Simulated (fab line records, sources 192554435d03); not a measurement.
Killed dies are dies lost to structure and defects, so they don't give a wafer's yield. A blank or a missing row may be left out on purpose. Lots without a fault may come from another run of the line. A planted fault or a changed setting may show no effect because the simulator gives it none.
Split-lot experiment | flow n5_finfet | 7 lots, 21 wafers read, on a route of 1938 steps

THE SPLIT
At N5_BEOL_M9_COAT_60 (time 60 s, resist thk 30 nm), the setting spin_rpm was moved away from the recipe's 1500 rpm on 10 of the 21 wafers read, by -7.7% to +9.5%. The other wafers ran this setting at the recipe's value.

FROM THE SPLIT TO THE READING: what the file shows between them, 3 steps
- N5_BEOL_M9_COAT_05: resist thk 90 nm
- N5_BEOL_M9_EBR_07
- N5_BEOL_M9_DESCUM_16: chemistry O2, time 7.9 s

THE READING
etch.depth_nm (the simulator's own value, which no gauge read), in nm, at N5_BEOL_M9_ETCH_61 (etches SiARC in CF4, target depth 39 nm, time 65 s). The file gives no usual value for it. The 11 wafers here that ran the recipe average 30.03 nm, standard deviation 0.12 nm.

wafer  | tool, chamber at the split | spin_rpm as run, rpm | against the recipe | etch.depth_nm, nm | against lot-mates on the recipe
L075.1 | litho_track-05, 0          | 1384                 | -7.7%              | 31.23             | +1.18
L075.2 | litho_track-05, 0          | 1384                 | -7.7%              | 31.35             | +1.30
L075.3 | litho_track-05, 0          | 1500                 | recipe             | 30.05             | -
L076.2 | litho_track-03, 0          | 1500                 | recipe             | 29.8              | -
L076.3 | litho_track-03, 0          | 1500                 | recipe             | 29.92             | -
L076.6 | litho_track-03, 0          | 1642                 | +9.5%              | 28.69             | -1.17
L077.1 | litho_track-04, 0          | 1432                 | -4.5%              | 30.77             | +0.74
L077.5 | litho_track-04, 0          | 1500                 | recipe             | 30.03             | -
L077.6 | litho_track-04, 0          | 1432                 | -4.5%              | 30.76             | +0.73
L081.4 | litho_track-03, 0          | 1500                 | recipe             | 29.99             | -
L081.5 | litho_track-03, 0          | 1387                 | -7.5%              | 31.14             | +1.16
L081.6 | litho_track-03, 0          | 1500                 | recipe             | 29.97             | -
L080.1 | litho_track-04, 0          | 1500                 | recipe             | 30.15             | -
L080.3 | litho_track-04, 0          | 1500                 | recipe             | 30.07             | -
L080.6 | litho_track-04, 0          | 1500                 | recipe             | 30.13             | -
L084.1 | litho_track-04, 0          | 1616                 | +7.7%              | 29.15             | -1.12
L084.5 | litho_track-04, 0          | 1500                 | recipe             | 30.27             | -
L084.6 | litho_track-04, 0          | 1616                 | +7.7%              | 29.1              | -1.17
L092.2 | litho_track-05, 0          | 1578                 | +5.2%              | 29.17             | -0.83
L092.3 | litho_track-05, 0          | 1578                 | +5.2%              | 29.25             | -0.75
L092.4 | litho_track-05, 0          | 1500                 | recipe             | 30                | -

THE FIT
A straight line over all 21 wafers: etch.depth_nm changes by -0.145 nm for each +1% of spin_rpm; r = -0.99; the points scatter about the line by 0.12 nm.
The same after taking each lot's own level away (the mean of its wafers on the recipe; 21 wafers): -0.149 nm for each +1%; r = -1.00; scatter 0.069 nm.
On that fit, the largest move of spin_rpm shifts the reading by 1.4 nm.
The lots' own levels span 29.860 to 30.270 nm, that is 3.5 times the standard deviation above.
So the lot-to-lot level changes the slope little: the two slopes agree.
Check: with one of the wafers moved furthest among these (+9.5%) left out of the fit, the line predicts -1.45 nm for it against its lot-mates. It came out at -1.17 nm against them.

OTHER SPLITS ON THESE WAFERS
These wafers also went through other splits before the reading. Each is held against what the fit with the lots' levels taken away leaves over:
other split on the same wafers | wafers away from the commonest value | r with etch.depth_nm (lot level and that fit taken away)
N5_BEOL_M4_COAT_22 spin_rpm    | 8                                    | +0.02
N5_BEOL_M5_COAT_66 spin_rpm    | 6                                    | +0.18
N5_BEOL_M5_COAT_22 spin_rpm    | 9                                    | +0.18
N5_BEOL_M7_COAT_60 spin_rpm    | 9                                    | -0.20
N5_BEOL_M7_ETCH_62 source_w    | 8                                    | -0.35

THE WHOLE CHAIN: every reading that the file lists as answering this split, in the file's order
step               | what it does                                       | reading                                                                            | change (the file's fit)               | r (the file's)
N5_BEOL_M9_COAT_60 | time 60 s, resist thk 30 nm                        | SiARC_of_BEOL_M9_COAT_60.thk_nm (the simulator's own value, which no gauge read)   | -0.152 nm for each +1% of the setting | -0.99
N5_BEOL_M9_ETCH_61 | etches SiARC in CF4, target depth 39 nm, time 65 s | CAR-ArF_of_BEOL_M9_COAT_05.thk_nm (the simulator's own value, which no gauge read) | +0.133 nm for each +1% of the setting | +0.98
N5_BEOL_M9_ETCH_61 | etches SiARC in CF4, target depth 39 nm, time 65 s | etch.depth_nm (the simulator's own value, which no gauge read)                     | -0.146 nm for each +1% of the setting | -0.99

THE FILE'S OWN FIT
etch.depth_nm changes by -0.146 nm for each +1% of spin_rpm, r = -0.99.
